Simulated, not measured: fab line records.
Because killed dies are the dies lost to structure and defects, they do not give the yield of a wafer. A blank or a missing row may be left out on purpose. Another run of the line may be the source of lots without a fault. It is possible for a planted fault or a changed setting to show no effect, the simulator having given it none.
fab line records -- flow n5_finfet
[record] lots = 12, wafers = 35, last_day = 16
route steps=1938 shown MOL_CONTACT_COAG@608 TV_LITHO@1883 TV_OPEN@1888 PAD_METAL@1896 PASSIVATION@1936
lots that met no fault: from a run of the same line without faults
start_h: hours from the record's opening day to when the first of the lot's shown wafers began -- wait_h: hours from the lot's prior step to this one -- " unchanged from the row above -- L1.1+2: a row that stands for several wafers -- - no value, or no start was given -- * or withheld: withheld -- < > ~ a bound
route shown NAME@n: names a module that has steps shown in the file, with the first one's number in the route -- usual: mean/standard deviation taken from wafers without a fault -- same: alike in all rows -- chamber/n: place in a boat -- sites: per-site readings -- _std_site: their standard deviation -- _edge_site: mean of outer sites minus mean of inner sites -- radius_mm: for every site, how far away it sits from the centre of the wafer -- mask NAME#n: copy n -- behind: the tool/chamber that last shaped the wafer -- hold: what put the lot on hold/how long, in hours/how the hold closed -- device: the transistor (n, p or np) that didn't switch -- end of line: the tests these same wafers got at the end of their route -- for a step that has no rows: nothing shown but its recipe -- killed: dies lost to structure and defects at the first sort, not the wafer's yield -- map: dies across one wafer; x = killed, . = not, _ = none there
set.NAME: setting as actually run; set.NAME@STEP: the setting as run at that earlier step -- model.NAME: the simulator's own value behind a step, which no gauge read
one table for each step of the route and one row for each wafer, over a sample of lots
services: when a tool's chamber went out of use (start_h, in hours from the record's first day, below 0 if earlier), for how many hours, and the reason
[[steps]]
[step N5_MOL_CONTACT_COAG_ALD_133]
[recipe] material = SiO2, target_thk_a = 50, temp_c = 100, ald_precursor_family = BDEAS, ald_co_reactant = O2-plasma, pulse_time_s = 1, co_reactant_pulse_time_s = 1, purge_time_s = 2, co_reactant_purge_time_s = 2, ald_cycles = 35, pressure_torr = 2
[usual] heater_power_w = 79/6.9, precursor_pulse_height_rel = 1.000/0.02
[same] pulse_time_s = 1
lot.wafer,tool,chamber,start_h,wait_h,heater_power_w,precursor_pulse_height_rel
L196.1,ald_sin-04,0,109.79,0.1,71,0.965
L196.5,ald_sin-04,3,109.79,0.1,85,0.990
L197.4,ald_sin-03,1,112.06,0.1,72,1.026
L197.5,ald_sin-03,2,112.06,0.1,81,0.996
L197.6,ald_sin-03,3,112.06,0.1,70,0.994
L200.1,ald_sin-03,0,124.34,0.1,98,1.024
L200.4,ald_sin-03,2,124.34,0.1,78,0.970
L200.6,ald_sin-03,3,124.34,0.1,69,0.968
L202.3,ald_sin-03,1,136.95,0.2,71,0.997
L202.4,ald_sin-03,2,136.95,0.2,79,0.993
L202.5,ald_sin-03,3,136.95,0.2,68,1.031
L203.2,ald_sin-04,1,142.69,0.8,80,1.056
L203.3,ald_sin-04,2,142.69,0.8,78,0.976
L203.5,ald_sin-04,3,142.69,0.8,85,0.968
L204.3,ald_sin-04,1,146.46,0.1,81,0.995
L204.4,ald_sin-04,3,146.46,0.1,87,1.033
L204.5,ald_sin-04,1,146.46,0.1,79,0.994
L205.2,ald_sin-03,1,156.16,0.1,71,0.991
L205.5,ald_sin-03,1,156.16,0.1,73,1.015
L205.6,ald_sin-03,0,156.16,0.1,97,0.995
L206.2,ald_sin-04,1,161.18,0.4,79,0.982
L206.3,ald_sin-04,2,161.18,0.4,78,1.017
L206.6,ald_sin-04,0,161.18,0.4,70,1.022
L208.1,ald_sin-04,3,171.77,0.1,85,1.000
L208.3,ald_sin-04,2,171.77,0.1,77,1.007
L208.5,ald_sin-04,2,171.77,0.1,81,1.015
L209.1,ald_sin-04,1,177.37,0.1,78,1.000
L209.5,ald_sin-04,2,177.37,0.1,78,1.000
L209.6,ald_sin-04,1,177.37,0.1,80,0.973
L212.2,ald_sin-04,1,195.73,0.1,80,0.988
L212.3,ald_sin-04,0,195.73,0.1,71,0.996
L212.5,ald_sin-04,2,195.73,0.1,78,1.004
L211.1,ald_sin-04,3,195.89,0.2,87,1.029
L211.4,ald_sin-04,2,195.89,0.2,80,1.015
L211.5,ald_sin-04,3,195.89,0.2,85,1.017
[step N5_PASSIVATION_CD_MEAS_10]
[recipe] target_cd_nm = 3000, landing_energy_ev = 500, detector = se_inlens
[usual] cd_nm = 2998.8/2.7
lot.wafer,tool,chamber,start_h,wait_h,cd_nm
L196.1,cd_sem-03,0,265.17,-,3000.1
L196.5,cd_sem-03,0,265.17,-,2996.5
L197.4,cd_sem-02,0,268.89,-,3003.0
L197.5,cd_sem-02,0,268.89,-,3002.5
L197.6,cd_sem-02,0,268.89,-,2997.7
L200.1,cd_sem-01,0,282.14,-,2998.4
L200.4,cd_sem-01,0,282.14,-,3004.1
L200.6,cd_sem-01,0,282.14,-,2997.5
L203.2,cd_sem-02,0,306.16,-,2993.6
L203.3,cd_sem-02,0,306.16,-,2994.3
L203.5,cd_sem-02,0,306.16,-,2999.0
L202.3,cd_sem-01,0,309.14,-,2995.0
L202.4,cd_sem-01,0,309.14,-,2994.5
L202.5,cd_sem-01,0,309.14,-,2998.3
L204.3,cd_sem-03,0,313.75,-,2993.1
L204.4,cd_sem-03,0,313.75,-,2997.6
L204.5,cd_sem-03,0,313.75,-,2999.6
L208.1,cd_sem-02,0,330.61,-,2999.6
L208.3,cd_sem-02,0,330.61,-,2999.9
L208.5,cd_sem-02,0,330.61,-,2998.4
L205.2,cd_sem-02,0,333.06,-,3004.1
L205.5,cd_sem-02,0,333.06,-,3001.9
L205.6,cd_sem-02,0,333.06,-,2998.6
L206.2,cd_sem-01,0,333.22,-,2996.3
L206.3,cd_sem-01,0,333.22,-,2998.3
L206.6,cd_sem-01,0,333.22,-,2998.9
L209.1,cd_sem-02,0,348.59,-,3003.0
L209.5,cd_sem-02,0,348.59,-,3003.0
L209.6,cd_sem-02,0,348.59,-,3004.8
L212.2,cd_sem-01,0,365.76,-,2999.7
L212.3,cd_sem-01,0,365.76,-,3001.4
L212.5,cd_sem-01,0,365.76,-,3000.0
L211.1,cd_sem-02,0,378.79,-,2998.4
L211.4,cd_sem-02,0,378.79,-,2998.0
L211.5,cd_sem-02,0,378.79,-,2994.8
[step N5_PASSIVATION_VIA_ETCH_13]
[recipe] chemistry = CHF3/O2, target = SiO2, target_depth_a = 6600, CHF3_flow_sccm = 50, O2_flow_sccm = 5, Ar_flow_sccm = 200, time_s = 330, mask_material = PR, pressure_mtorr = 30, source_w = 650, bias_w = 170, ion_energy_ev = 200, ends = cleared
[usual] drypump_motor_current_A = 5.7/0.63, etch_rf_on_time_s = 235/5.4, oes_product_au = 0.75/0.077, rf_vpp_V = 527/11, showerhead_plenum_p_Torr = 2.40/0.069, throttle_valve_pct = 18.84/0.25
lot.wafer,tool,chamber,start_h,wait_h,drypump_motor_current_A,etch_rf_on_time_s,oes_product_au,rf_hours_counter_h,rf_vpp_V,showerhead_plenum_p_Torr,throttle_valve_pct
L196.1,rie_diel-01,1,265.43,0.0,5.2,238,0.62,234,511,2.36,19.20
L196.5,rie_diel-01,0,265.43,0.0,4.8,239,0.76,-,515,2.44,18.73
L197.4,rie_diel-03,0,269.49,0.1,5.0,245,0.74,-,527,2.42,18.45
L197.5,rie_diel-03,3,269.49,0.1,6.2,247,0.62,-,538,2.49,18.98
L197.6,rie_diel-03,0,269.49,0.1,5.0,241,0.74,-,530,2.42,18.46
L200.1,rie_diel-01,1,282.39,0.0,5.2,238,0.63,239,511,2.36,19.20
L200.4,rie_diel-01,0,282.39,0.0,4.8,236,0.77,75,514,2.44,18.75
L200.6,rie_diel-01,3,282.39,0.0,6.4,235,0.77,-,529,2.36,18.82
L203.2,rie_diel-04,2,306.41,0.0,5.7,236,0.74,58,551,2.47,19.07
L203.3,rie_diel-04,3,306.41,0.0,6.7,240,0.63,227,534,2.28,19.22
L203.5,rie_diel-04,2,306.41,0.0,5.7,243,0.74,-,549,2.47,19.07
L202.3,rie_diel-04,1,309.47,0.0,6.5,232,0.69,139,536,2.43,19.01
L202.4,rie_diel-04,2,309.47,0.0,5.7,235,0.74,59,551,2.47,19.09
L202.5,rie_diel-04,0,309.47,0.0,5.7,229,0.82,-,525,2.45,19.11
L204.3,rie_diel-01,2,313.99,0.0,6.1,225,0.80,55,521,2.34,18.45
L204.4,rie_diel-01,0,313.99,0.0,4.7,237,0.75,83,515,2.43,18.77
L204.5,rie_diel-01,0,313.99,0.0,4.7,236,0.76,-,515,2.43,18.76
L208.1,rie_diel-04,0,330.89,0.0,5.7,230,0.80,34,521,2.45,19.12
L208.3,rie_diel-04,3,330.89,0.0,6.6,235,0.62,233,535,2.28,19.23
L208.5,rie_diel-04,0,330.89,0.0,5.7,231,0.80,-,522,2.45,19.14
L205.2,rie_diel-03,3,333.31,0.0,6.2,233,0.92,1,539,2.48,18.59
L205.5,rie_diel-03,0,333.31,0.0,5.0,243,0.72,-,528,2.41,18.50
L205.6,rie_diel-03,3,333.31,0.0,6.3,238,0.92,-,538,2.48,18.60
L206.2,rie_diel-03,1,333.95,0.0,5.3,233,0.66,203,534,2.41,18.88
L206.3,rie_diel-03,0,333.95,0.0,5.0,233,0.73,120,528,2.41,18.51
L206.6,rie_diel-03,0,333.95,0.0,5.1,238,0.72,-,528,2.41,18.49
L209.1,rie_diel-01,0,348.83,0.0,4.7,235,0.75,93,515,2.43,18.77
L209.5,rie_diel-01,0,348.83,0.0,4.7,237,0.73,-,516,2.43,18.77
L209.6,rie_diel-01,3,348.83,0.0,6.4,237,0.74,-,529,2.35,18.85
L212.2,rie_diel-01,0,366.48,0.0,4.8,232,0.73,100,515,2.42,18.78
L212.3,rie_diel-01,1,366.48,0.0,5.2,230,0.88,4,511,2.35,18.81
L212.5,rie_diel-01,1,366.48,0.0,5.2,229,0.88,-,510,2.35,18.79
L211.1,rie_diel-04,2,379.16,0.0,5.7,231,0.72,79,550,2.46,19.13
L211.4,rie_diel-04,0,379.16,0.0,5.7,231,0.78,49,522,2.45,19.13
L211.5,rie_diel-04,1,379.16,0.0,6.5,238,0.67,-,536,2.42,19.04
[step N5_PASSIVATION_AL_DEP_21]
[recipe] material = Al, target_thk_a = 28000, temp_c = 400, time_s = 170, power_w = 30000, chamber_pressure_pa = 0.4, gas = Ar
[usual] throttle_valve_pct = 30.1/1.1
lot.wafer,tool,chamber,start_h,wait_h,throttle_valve_pct
L196.1,pvd_sputter-02,-,266.22,0.1,27.7
L196.5,pvd_sputter-02,-,266.22,0.1,31.0
L197.4,pvd_sputter-02,-,270.16,0.1,27.9
L197.5,pvd_sputter-02,-,270.16,0.1,29.3
L197.6,pvd_sputter-02,-,270.16,0.1,27.7
L200.1,pvd_sputter-01,-,283.58,0.1,28.9
L200.4,pvd_sputter-01,-,283.58,0.1,30.9
L200.6,pvd_sputter-01,-,283.58,0.1,31.4
L203.2,pvd_sputter-02,-,307.28,0.1,27.6
L203.3,pvd_sputter-02,-,307.28,0.1,31.0
L203.5,pvd_sputter-02,-,307.28,0.1,31.1
L202.3,pvd_sputter-03,-,310.39,0.1,31.1
L202.4,pvd_sputter-03,-,310.39,0.1,30.8
L202.5,pvd_sputter-03,-,310.39,0.1,30.7
L204.3,pvd_sputter-03,-,314.81,0.1,29.7
L204.4,pvd_sputter-03,-,314.81,0.1,30.0
L204.5,pvd_sputter-03,-,314.81,0.1,30.2
L208.1,pvd_sputter-02,-,331.49,0.1,31.0
L208.3,pvd_sputter-02,-,331.49,0.1,29.8
L208.5,pvd_sputter-02,-,331.49,0.1,30.1
L205.2,pvd_sputter-03,-,333.94,0.1,30.6
L205.5,pvd_sputter-03,-,333.94,0.1,30.7
L205.6,pvd_sputter-03,-,333.94,0.1,29.8
L206.2,pvd_sputter-02,-,334.55,0.1,27.6
L206.3,pvd_sputter-02,-,334.55,0.1,31.2
L206.6,pvd_sputter-02,-,334.55,0.1,27.5
L209.1,pvd_sputter-01,-,349.43,0.1,31.9
L209.5,pvd_sputter-01,-,349.43,0.1,28.7
L209.6,pvd_sputter-01,-,349.43,0.1,31.4
L212.2,pvd_sputter-01,-,367.21,0.1,30.9
L212.3,pvd_sputter-01,-,367.21,0.1,29.5
L212.5,pvd_sputter-01,-,367.21,0.1,31.2
L211.1,pvd_sputter-03,-,380.11,0.1,31.0
L211.4,pvd_sputter-03,-,380.11,0.1,30.0
L211.5,pvd_sputter-03,-,380.11,0.1,30.9
[step N5_PASSIVATION_PROBE_49]
[usual] killed_at_M0_to_M3 = 36/10, killed_at_M4_up = 13/5.5, killed_at_contacts = 12/5.6, killed_at_front_end = 42/12, killed_at_other = 4/3.2, killed_dies = 108/18, killed_open = 71/13, killed_short = 34/7.8
[same] gross_dies = 1180, killed_at_back_side = 0
lot.wafer,tool,chamber,start_h,wait_h,killed_at_M0_to_M3,killed_at_M4_up,killed_at_contacts,killed_at_front_end,killed_at_other,killed_dies,killed_open,killed_short
L202.5,prober-01,-,316.07,0.2,25,16,8,44,3,96,65,29
L209.1,prober-01,-,355.14,0.0,24,12,119,27,3,185,44,33
L209.5,prober-01,-,355.34,0.2,16,4,118,35,2,175,46,23
L209.6,prober-01,-,355.39,0.3,22,9,132,35,4,202,59,33
L212.2,prober-01,-,373.46,0.1,42,13,128,44,2,229,70,46
L212.3,prober-01,-,373.51,0.1,40,6,50,19,0,115,51,25
L212.5,prober-01,-,373.61,0.2,43,8,109,29,7,196,51,40
L211.1,prober-01,-,385.70,0.0,22,13,109,36,4,184,47,34
L211.4,prober-01,-,385.85,0.2,25,12,110,32,2,181,51,26
L211.5,prober-01,-,385.90,0.2,34,11,115,30,3,193,70,17
// killed by level:class
L202.5 FIN_SAQP:geometric_particle:open=14 FIN_SAQP:geometric_particle:short=10 BEOL_M1:geometric_particle:open=9 MOL_CONTACT_COAG:geometric_particle:open=8 BEOL_M3:geometric_particle:open=8 DUMMY_GATE:geometric_particle:open=7 BEOL_M4:geometric_particle:open=6 STARTING-WAFER:geometric_particle:open=4
L209.1 MOL_CONTACT_COAG:unspecified=108 MOL_CONTACT_COAG:geometric_particle:open=9 BEOL_M1:geometric_particle:open=7 FIN_SAQP:geometric_particle:short=6 FIN_SAQP:geometric_particle:open=5 GATE_CUT:geometric_particle:short=5 BEOL_M2:geometric_particle:open=5 BEOL_M0_SAQP:geometric_particle:short=4
L209.5 MOL_CONTACT_COAG:unspecified=105 FIN_SAQP:geometric_particle:short=11 MOL_CONTACT_COAG:geometric_particle:open=8 STI_FIN_REVEAL:geometric_particle:open=7 FIN_SAQP:geometric_particle:open=6 DUMMY_GATE:geometric_particle:open=5 MOL_CONTACT_COAG:geometric_particle:short=5 BEOL_M1:geometric_particle:open=5
L209.6 MOL_CONTACT_COAG:unspecified=109 MOL_CONTACT_COAG:geometric_particle:open=17 GATE_CUT:geometric_particle:short=9 FIN_SAQP:geometric_particle:open=8 BEOL_M2:geometric_particle:open=8 FIN_SAQP:geometric_particle:short=7 MOL_CONTACT_COAG:geometric_particle:short=6 BEOL_M3:geometric_particle:open=4
L212.2 MOL_CONTACT_COAG:unspecified=110 FIN_SAQP:geometric_particle:open=14 BEOL_M0_SAQP:geometric_particle:open=14 BEOL_M0_SAQP:geometric_particle:short=12 MOL_CONTACT_COAG:geometric_particle:open=12 GATE_CUT:geometric_particle:short=6 MOL_CONTACT_COAG:geometric_particle:short=6 BEOL_M3:geometric_particle:short=6
L212.3 MOL_CONTACT_COAG:unspecified=36 BEOL_M0_SAQP:geometric_particle:short=13 BEOL_M2:geometric_particle:open=12 MOL_CONTACT_COAG:geometric_particle:open=10 BEOL_M0_SAQP:geometric_particle:open=10 MOL_CONTACT_COAG:geometric_particle:short=4 STARTING-WAFER:geometric_particle:open=4 GATE_CUT:geometric_particle:short=3
L212.5 MOL_CONTACT_COAG:unspecified=103 BEOL_M0_SAQP:geometric_particle:open=15 BEOL_M0_SAQP:geometric_particle:short=8 FIN_SAQP:geometric_particle:open=5 DUMMY_GATE:geometric_particle:open=5 MOL_CONTACT_COAG:geometric_particle:open=4 BEOL_M1:geometric_particle:open=4 BEOL_M3:geometric_particle:open=4
L211.1 MOL_CONTACT_COAG:unspecified=103 STI_FIN_REVEAL:geometric_particle:open=10 FIN_SAQP:geometric_particle:short=8 MOL_CONTACT_COAG:geometric_particle:open=6 BEOL_M3:geometric_particle:open=6 FIN_SAQP:geometric_particle:open=5 BEOL_M0_SAQP:geometric_particle:short=5 BEOL_M4:geometric_particle:open=4
L211.4 MOL_CONTACT_COAG:unspecified=103 BEOL_M3:geometric_particle:open=8 DUMMY_GATE:geometric_particle:open=6 MOL_CONTACT_COAG:geometric_particle:open=6 BEOL_M2:geometric_particle:open=5 GATE_CUT:geometric_particle:short=4 BEOL_M0_SAQP:geometric_particle:short=4 BEOL_M1:geometric_particle:open=4
L211.5 MOL_CONTACT_COAG:unspecified=106 BEOL_M1:geometric_particle:open=12 DUMMY_GATE:geometric_particle:open=8 MOL_CONTACT_COAG:geometric_particle:open=8 BEOL_M0_SAQP:geometric_particle:open=8 STI_FIN_REVEAL:geometric_particle:open=6 FIN_SAQP:geometric_particle:open=5 BEOL_M4:geometric_particle:open=4
[[services]]
tool,chamber,start_h,hours,kind
rie_diel-03,0,86.86,11.8,repair
pvd_sputter-03,-,89.85,2.2,repair
rie_diel-03,3,95.85,18.6,repair
ald_sin-04,0,101.13,1.9,repair
rie_diel-04,1,129.49,9.0,repair
rie_diel-04,0,130.52,10.4,repair
rie_diel-04,1,139.52,4.0,repair
ald_sin-03,-,178.35,14.0,pm
rie_diel-04,1,221.30,13.8,repair
rie_diel-01,1,240.27,4.0,repair
ald_sin-03,2,267.83,10.0,repair
ald_sin-04,-,268.69,14.0,pm
ald_sin-04,0,268.69,14.0,vent_cycle
rie_diel-04,2,273.35,7.5,repair
pvd_sputter-02,-,279.52,3.8,repair
pvd_sputter-01,-,320.04,19.6,repair
rie_diel-04,1,328.93,6.7,repair
ald_sin-03,1,349.03,4.8,repair
ald_sin-03,-,352.29,6.0,pm
pvd_sputter-01,-,354.53,5.4,repair
rie_diel-01,3,357.36,12.1,repair
rie_diel-01,2,358.45,3.4,repair
ald_sin-04,2,373.73,14.8,repair
ald_sin-03,3,374.57,3.9,repair
[[key]]
[first_sign] step = N5_PASSIVATION_PROBE_49, reading = killed_at_contacts, direction = up, sigmas = 18, usual = 12, struck = 110
[effect] step = N5_PASSIVATION_PROBE_49, reading = killed_dies, direction = up, sigmas = 4.3, usual = 108, struck = 184, wafers_moved = 8
[more_kills_born_at] N5_MOL_CONTACT_COAG_ALD_133@ald_sin-04 = 882
met_at N5_MOL_CONTACT_COAG_ALD_133
struck_lots L209,L211,L212
tester_left_out L209,L211,L212
not_acting_at N5_PASSIVATION_CD_MEAS_10,N5_PASSIVATION_VIA_ETCH_13,N5_PASSIVATION_AL_DEP_21
onset_between 171.77 177.37
also_fits time
[fault] kind = chamber_particle_source, tool = ald_sin-04, chamber = -, onset_h = 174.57, steps = N5_MOL_CONTACT_COAG_ALD_133, rate_per_visit_cm2 = 0.58333, end_h = 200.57
// tester_left_out: of these lots the tester's yield and bins aren't shown, on N5 and GAA mostly nor the transistor test; their killed dies are dies lost to structure and defects alone, not to doping, threshold or leakage, so they don't give the yield
